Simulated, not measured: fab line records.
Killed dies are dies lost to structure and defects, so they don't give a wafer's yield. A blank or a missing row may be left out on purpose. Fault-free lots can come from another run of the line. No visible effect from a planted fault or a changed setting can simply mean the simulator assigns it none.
Struck lot and sound lot, side by side ; flow n5_finfet ; 42 out of 1938 route steps
Sound: wafers L286.1, L286.2, L286.4. Wafers L281.1, L281.4, L281.6 were the ones struck. The cause comes at the end.
At each step with rows: each side's tool, then ch and its chambers, then its first start. Under that, the readings that differ: sound wafers ; struck wafers ; difference of the means ; sigmas: that difference in standard deviations of wafers without a fault.
alike: readings whose means differ by less than 2 such deviations, and words and numbers that are the same on both sides. not compared: withheld readings, readings that some wafer has no value for, bounds like >300 that may hide the same value, and numbers for which the record gives no deviation and whose values overlap.
The two part at a step that has a row with sigmas, a row that says differs or no value, or rows on one side only. Numbers that don't overlap but have no deviation are shown without sigmas and don't part them. Lack of a reading on every wafer of one side parts them only where that side has two or more wafers.

first, 12 steps without rows for these wafers: N5_BEOL_M3_ETCH_77 (etches underlayer in N2/H2, target depth 6.5 nm, time 5.2 s); N5_BEOL_M3_ETCH_69 (etches SiARC in CF4, target depth 15.6 nm, time 26 s); N5_BEOL_M3_ALD_98 (deposits SiO2, target thk 2.5 nm, pulse time 1 s, co reactant pulse time 1 s); N5_BEOL_M3_ETCHBACK_99 (etches SiO2 in CHF3, target depth 5 nm, time 10.4 s); N5_BEOL_M3_ETCH_70 (etches SOC in N2/H2, target depth 80 nm, overetch 16 nm, time 120 s); N5_BEOL_M3_STRIP_71 (strips in N2/H2); N5_BEOL_M3_STRIP_78 (strips in N2/H2); N5_BEOL_M3_VIA_ETCH_34 (etches the open film in C4F6/O2, target depth 69.4 nm, time 65.9 s); N5_BEOL_M3_STRIP_83 (strips in C4F6/O2); N5_BEOL_M3_STRIP_36 (strips in N2/H2); N5_BEOL_M3_TRENCH_ETCH_37 (etches SiOC in C4F6/O2, target depth 55.555 nm, time 29.2 s); N5_BEOL_M3_ETCH_41 (etches SiCN in CH3F/O2, target depth 29.9 nm, time 52.5 s).
N5_BEOL_M3_STRIP_97: strips in N2/H2, time 10 s.
  sound on rie_diel-05 ch 0,1,2, day 12 22:11; struck on rie_diel-01 ch 0,1, day 12 00:56
  no value came back on the struck wafers for any of 8 readings (bias_power_w (W), chamber_pressure_mTorr (mTorr) and others); on the sound wafers bias_power_w (W) reads 7.022 7.004 6.978
then, 27 steps without rows for these wafers: N5_BEOL_M3_HM_STRIP_39 (strips TiN in peroxide tin strip, target depth 25 nm, time 158 s); N5_BEOL_M3_SRD_40 (time 30 s); N5_BEOL_M3_PRECLEAN_42 (cleans in residue remover, time 60 s); N5_BEOL_M3_SRD_43 (time 30 s); N5_BEOL_M3_DEGAS_44 (time 60 s); N5_BEOL_M3_PRE_CLEAN_45 (time 30 s); N5_BEOL_M3_ALD_84 (deposits TaN, pulse time 2 s, purge time 3 s, co reactant purge time 2 s); N5_BEOL_M3_SURFACE_TREAT_85; N5_BEOL_M3_CVD_47 (deposits Co from CCTBA/H2, target thk 3 nm, time 223.8 s); N5_BEOL_M3_SPUTTER_48 (material Cu, target thk 4.5 nm, time 8.29 s); N5_BEOL_M3_ANNEAL_49 (time 240 s); N5_BEOL_M3_SPUTTER_79 (material Cu, target thk 4.5 nm, time 8.29 s); N5_BEOL_M3_ANNEAL_80 (time 240 s); N5_BEOL_M3_SPUTTER_81 (material Cu, target thk 4.5 nm, time 8.29 s); N5_BEOL_M3_ANNEAL_82 (time 240 s); N5_BEOL_M3_SPUTTER_86 (material Cu, target thk 4.5 nm, time 8.29 s); N5_BEOL_M3_ANNEAL_87 (time 240 s); N5_BEOL_M3_SPUTTER_88 (material Cu, target thk 4.5 nm, time 8.29 s); N5_BEOL_M3_ANNEAL_89 (time 240 s); N5_BEOL_M3_SPUTTER_90 (material Cu, target thk 4.5 nm, time 8.29 s); N5_BEOL_M3_ANNEAL_91 (time 240 s); N5_BEOL_M3_SPUTTER_92 (material Cu, target thk 4.5 nm, time 8.29 s); N5_BEOL_M3_ANNEAL_93 (time 240 s); N5_BEOL_M3_SPUTTER_94 (material Cu, target thk 4.5 nm, time 8.29 s); N5_BEOL_M3_ANNEAL_95 (time 240 s); N5_BEOL_M3_SPUTTER_96 (material Cu, target thk 4.5 nm, time 8.29 s); N5_BEOL_M3_ECD_50 (material Cu, target thk 300 nm).
N5_BEOL_M4_RC_MEAS_101:
  sound on prober-02 ch 0, day 13 17:06; struck on prober-02 ch 0, day 12 17:56
reading;sound;struck;difference;sigmas
DIBL_N (mV/V);36.5 39.0 38.6;33.0 34.2 34.5;-4.1;-2
DIBL_P (mV/V);36.3 38.8 38.2;31.7 32.2 33.0;-5.5;-3
IOFF_N (nA/um);0.16 0.23 0.20;0.11 0.12 0.12;-0.08;-3
IOFF_P (nA/um);0.22 0.27 0.26;0.16 0.16 0.18;-0.08;-2
ION_N (uA/um);680 699 688;661 659 661;-29;-2
SS_P (mV/dec);73.4 74.2 74.0;71.9 72.3 72.0;-1.8;-3
VT_N (mV);249 242 245;253 256 254;+9;+3
  alike: ION_P, SS_N, VT_P
-- a jump in the record: the struck wafers' starts before and after are 5 days apart (it breaks off in module BEOL_M4 and resumes in module PASSIVATION, where the first step shown is number 1936 of the route) --
N5_PASSIVATION_PROBE_49:
  sound on prober-01, day 18 05:35; struck on prober-02, day 17 09:50
reading;sound;struck;difference;sigmas
defect_limited_yield (%);91.3 94.6 91.3;85.8 87.5 86.5;-5.8;-4
killed_at_M0_to_M3;33 21 27;114 103 100;+79;+8
killed_dies;103 64 103;168 147 159;+68;+4
killed_open;66 33 64;128 109 116;+63;+5
sort_bin_5_function (%);5.0 2.8 5.3;8.2 7.8 7.7;+3.5;+4
sort_bin_6_memory (%);2.7 2.3 3.2;5.3 4.2 4.8;+2.0;+3
sort_n_pass;1077 1116 1077;1012 1033 1021;-68;-4
sort_yield_pct (%);91.3 94.6 91.3;85.8 87.5 86.5;-5.8;-4
  alike: killed_at_M4_up, killed_at_contacts, killed_at_front_end, killed_at_other, killed_short

## WHERE THEY PART
At N5_BEOL_M3_STRIP_97 first; at N5_PASSIVATION_PROBE_49 last (within this record only).

WHY: the cause the simulator had injected
Skipped step whole: rie_diel-01, from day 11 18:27 on, at N5_BEOL_M3_STRIP_97. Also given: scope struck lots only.
